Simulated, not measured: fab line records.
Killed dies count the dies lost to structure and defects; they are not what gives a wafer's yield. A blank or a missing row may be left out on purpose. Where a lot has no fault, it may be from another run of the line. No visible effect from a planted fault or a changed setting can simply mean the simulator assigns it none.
Matching of chambers	flow nand-harc	NHARC_A_CHANNEL_HOLE_D1_ETCH_44 on rie-diel-12 has 4 sister chambers
The step etches the open film in CF4/O2, target depth 140 nm, overetch 14 nm, time 77 s. 16 wafers are shown with their chamber, then 8 later ones without.

## WAFERS WITH THEIR CHAMBER
wafer	chamber	showerhead-plenum-p-Torr (Torr)	drypump-motor-current-A (A)	rf-vpp-V (V)
L811.1	0	1.33	5.6	198.7
L811.3	3	1.30	6.4	196.8
L811.5	0	1.32	5.6	196.5
L813.2	3	1.30	6.3	196.3
L813.4	1	1.40	5.3	199.5
L813.5	3	1.30	6.4	196.5
L815.3	2	1.43	5.8	198.6
L815.4	1	1.40	5.2	198.1
L815.5	0	1.32	5.6	198.0
L818.1	2	1.43	5.8	200.2
L818.4	0	1.32	5.6	197.0
L818.6	2	1.43	5.8	199.6
L828.1	0	1.32	5.6	197.4
L828.3	2	1.43	5.8	200.2
L828.4	1	1.40	5.3	199.9
L829.2	2	1.43	5.8	199.2

SIGNATURES (means of the wafers above)
reading	chamber 0	chamber 1	chamber 2	chamber 3	scatter within a chamber
showerhead-plenum-p-Torr	1.3220	1.4000	1.4300	1.3000	0.00258
drypump-motor-current-A	5.600	5.267	5.800	6.367	0.0333
rf-vpp-V	197.520	199.167	199.560	196.533	0.749
Rule: a wafer lies at a distance from a chamber equal to the root of the sum of squares, over the readings, of (its reading less the chamber's mean, divided by the reading's scatter). If the next closest chamber is less than 2 further off than the closest, the wafer can't be placed; otherwise it belongs to the closest. The scatter is the square root of a quotient: the sum, over the shown wafers, of each reading's squared deviation from its chamber's mean, divided by wafers minus chambers.

## WAFERS WHOSE CHAMBER IS MISSING
wafer	showerhead-plenum-p-Torr (Torr)	drypump-motor-current-A (A)	rf-vpp-V (V)
L829.4	1.32	5.6	198.0
L829.5	1.40	5.2	198.9
L830.3	1.43	5.8	200.1
L830.4	1.40	5.2	201.3
L830.5	1.32	5.6	197.4
L833.1	1.32	5.6	198.0
L833.2	1.40	5.2	198.0
L833.5	1.29	6.3	195.7

## THE CHAMBER EACH PASSED THROUGH
wafer	from the rows above	in truth
L829.4	0	0
L829.5	1	1
L830.3	2	2
L830.4	1	1
L830.5	0	0
L833.1	0	0
L833.2	1	1
L833.5	3	3
Correct placement for 8 of the 8. Not placeable from these rows: 0. Placed wrongly: 0.
